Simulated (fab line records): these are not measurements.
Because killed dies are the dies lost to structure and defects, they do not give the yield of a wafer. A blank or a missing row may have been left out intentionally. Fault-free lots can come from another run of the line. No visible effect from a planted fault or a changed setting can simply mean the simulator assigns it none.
Matching of chambers :: flow nand-harc :: rie-diel-09 running NHARC_P_M2_DESCUM_14: 4 sister chambers
The step chemistry O2, time 3 s. 16 wafers are shown with their chamber, then 8 later ones without.

WAFERS WITH THEIR CHAMBER
wafer: L307.1
chamber: 0
showerhead-plenum-p-Torr (Torr): 1.90
throttle-valve-pct (%): 11.318
oes-product-au (a.u.): 1.010

wafer: L307.2
chamber: 2
showerhead-plenum-p-Torr (Torr): 2.00
throttle-valve-pct (%): 11.316
oes-product-au (a.u.): 0.985

wafer: L307.4
chamber: 1
showerhead-plenum-p-Torr (Torr): 2.04
throttle-valve-pct (%): 11.316
oes-product-au (a.u.): 1.007

wafer: L309.4
chamber: 2
showerhead-plenum-p-Torr (Torr): 2.00
throttle-valve-pct (%): 11.310
oes-product-au (a.u.): 1.000

wafer: L309.5
chamber: 2
showerhead-plenum-p-Torr (Torr): 2.01
throttle-valve-pct (%): 11.311
oes-product-au (a.u.): 0.997

wafer: L309.6
chamber: 3
showerhead-plenum-p-Torr (Torr): 1.88
throttle-valve-pct (%): 11.308
oes-product-au (a.u.): 1.015

wafer: L310.1
chamber: 2
showerhead-plenum-p-Torr (Torr): 2.00
throttle-valve-pct (%): 11.304
oes-product-au (a.u.): 0.992

wafer: L310.2
chamber: 3
showerhead-plenum-p-Torr (Torr): 1.88
throttle-valve-pct (%): 11.308
oes-product-au (a.u.): 1.016

wafer: L310.3
chamber: 1
showerhead-plenum-p-Torr (Torr): 2.04
throttle-valve-pct (%): 11.317
oes-product-au (a.u.): 0.990

wafer: L311.1
chamber: 1
showerhead-plenum-p-Torr (Torr): 2.04
throttle-valve-pct (%): 11.327
oes-product-au (a.u.): 0.987

wafer: L311.2
chamber: 3
showerhead-plenum-p-Torr (Torr): 1.88
throttle-valve-pct (%): 11.315
oes-product-au (a.u.): 1.006

wafer: L311.4
chamber: 0
showerhead-plenum-p-Torr (Torr): 1.90
throttle-valve-pct (%): 11.312
oes-product-au (a.u.): 1.002

wafer: L312.2
chamber: 1
showerhead-plenum-p-Torr (Torr): 2.04
throttle-valve-pct (%): 11.333
oes-product-au (a.u.): 0.980

wafer: L312.5
chamber: 2
showerhead-plenum-p-Torr (Torr): 2.00
throttle-valve-pct (%): 11.308
oes-product-au (a.u.): 0.992

wafer: L312.6
chamber: 3
showerhead-plenum-p-Torr (Torr): 1.88
throttle-valve-pct (%): 11.314
oes-product-au (a.u.): 0.996

wafer: L315.1
chamber: 3
showerhead-plenum-p-Torr (Torr): 1.88
throttle-valve-pct (%): 11.315
oes-product-au (a.u.): 0.998

SIGNATURES (means of the wafers above)
reading: showerhead-plenum-p-Torr
chamber 0: 1.9000
chamber 1: 2.0400
chamber 2: 2.0020
chamber 3: 1.8800
scatter within a chamber: 0.00258

reading: throttle-valve-pct
chamber 0: 11.31500
chamber 1: 11.32325
chamber 2: 11.30980
chamber 3: 11.31200
scatter within a chamber: 0.0054

reading: oes-product-au
chamber 0: 1.00600
chamber 1: 0.99100
chamber 2: 0.99320
chamber 3: 1.00620
scatter within a chamber: 0.00867
Rule: a wafer's distance from a chamber is the root of the sum, over the readings, of the square of ((its reading less the chamber's mean) divided by the reading's scatter). If the next closest chamber is less than 2 further off than the closest, the wafer can't be placed; otherwise it belongs to the closest. The scatter: the root of (the sum of the squares of (reading less its chamber's mean) over the shown wafers, divided by (wafers less chambers)).

WAFERS WITH NO CHAMBER GIVEN
wafer: L315.4
showerhead-plenum-p-Torr (Torr): 1.90
throttle-valve-pct (%): 11.307
oes-product-au (a.u.): 1.000

wafer: L315.5
showerhead-plenum-p-Torr (Torr): 2.04
throttle-valve-pct (%): 11.307
oes-product-au (a.u.): 0.991

wafer: L316.2
showerhead-plenum-p-Torr (Torr): 1.88
throttle-valve-pct (%): 11.326
oes-product-au (a.u.): 1.004

wafer: L316.3
showerhead-plenum-p-Torr (Torr): 2.04
throttle-valve-pct (%): 11.302
oes-product-au (a.u.): 0.995

wafer: L316.4
showerhead-plenum-p-Torr (Torr): 2.00
throttle-valve-pct (%): 11.319
oes-product-au (a.u.): 1.001

wafer: L329.2
showerhead-plenum-p-Torr (Torr): 1.88
throttle-valve-pct (%): 11.321
oes-product-au (a.u.): 1.011

wafer: L329.4
showerhead-plenum-p-Torr (Torr): 1.90
throttle-valve-pct (%): 11.318
oes-product-au (a.u.): 0.995

wafer: L329.5
showerhead-plenum-p-Torr (Torr): 2.00
throttle-valve-pct (%): 11.305
oes-product-au (a.u.): 0.991

EACH ONE'S CHAMBER
wafer: L315.4
from the rows above: 0
in truth: 0

wafer: L315.5
from the rows above: 1
in truth: 1

wafer: L316.2
from the rows above: 3
in truth: 3

wafer: L316.3
from the rows above: 1
in truth: 1

wafer: L316.4
from the rows above: 2
in truth: 2

wafer: L329.2
from the rows above: 3
in truth: 3

wafer: L329.4
from the rows above: 0
in truth: 0

wafer: L329.5
from the rows above: 2
in truth: 2
Correctly placed: 8 of 8. From these rows, 0 cannot be placed. Number placed wrongly: 0.
